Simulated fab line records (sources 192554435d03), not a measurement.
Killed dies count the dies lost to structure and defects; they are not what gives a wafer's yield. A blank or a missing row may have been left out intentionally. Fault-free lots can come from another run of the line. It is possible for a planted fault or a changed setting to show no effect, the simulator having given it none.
Problem report in the 8D (eight disciplines) form, filled by code	flow n5 finfet	the parts of the form that need people (team, actions taken, sign-off) are left out

## 1. THE PROBLEM
Mean of exposure dose mJ cm2 at N5_BEOL_M6_EXPOSE_25: 44.19 across 9 wafers in 3 lots; on wafers with no fault it is 44.98 (standard deviation 0.047). That puts it -17 standard deviations away from the usual mean.
The step: exposes mask V5, target cd 40 nm.
First observed at day 9 19:37: wafer L324.1, on euv scanner-02. At this step, 15 wafers from 5 lots have a number in the record. Rule for "out" (also "out of limits"): further than 4 standard deviations from the usual mean. The other wafers with a number count as sound.

## 2. WHAT IT IS; WHAT IT IS NOT
question	is	is not
which readings at this step	exposure dose mJ cm2	-
which lots	L324, L325, L326	L319, L335
which wafers of those lots	all that have a number	-
read on which tools	euv scanner-02	euv scanner-01
when	from day 9 19:37	up to then (3 sound wafers); but 3 sound wafers of L335 came after

## 3. SUSPECTS, AND WHAT RULES EACH OUT
Counting: a tool stays on the suspect list if, at a process step up to the reading, it processed all lots that are out and no sound lot following the first of them.
- euv scanner-02 at N5_BEOL_M6_EXPOSE_25 (exposes mask V5, target cd 40 nm): kept. It processed each lot that is out, first L324 at day 9 19:37, and no sound lot thereafter; up to then, the last sound lot it processed was L319 at day 8 19:10. Out on those wafers are its own readings of exposure dose mJ cm2.
Left after counting: euv scanner-02 at N5_BEOL_M6_EXPOSE_25.

## 4. THE CAUSE (what the simulator had put in)
Process parameters drifting: euv scanner-02 at N5_BEOL_M6_EXPOSE_25, beginning at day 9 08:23. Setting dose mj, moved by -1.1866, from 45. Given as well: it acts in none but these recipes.
The count eliminated every tool but this one.

## 5. SEQUENCE OF EFFECTS, ordered by route
Each row: a reading where the mean over the struck wafers with a number is more than 3 standard deviations away from the usual. Only readings for which the record gives a usual standard deviation are gone through. hours: the time from each lot's start at the first step in this table that gives one to its start at this step, as a median over the lots. sigmas: the change in usual standard deviations.
hours	step	reading	usual	on struck wafers	change	sigmas
0	N5_BEOL_M6_EXPOSE_25	exposure dose mJ cm2	44.98	44.19	-0.79	-17
It contains these process steps:
- N5_BEOL_M6_EXPOSE_25: exposes mask V5, target cd 40 nm.

## 6. HOW IT WOULD HAVE BEEN CAUGHT EARLIER
In this record no reading fell out of limits until day 9 19:37, 11 hours after the fault had begun at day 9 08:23.
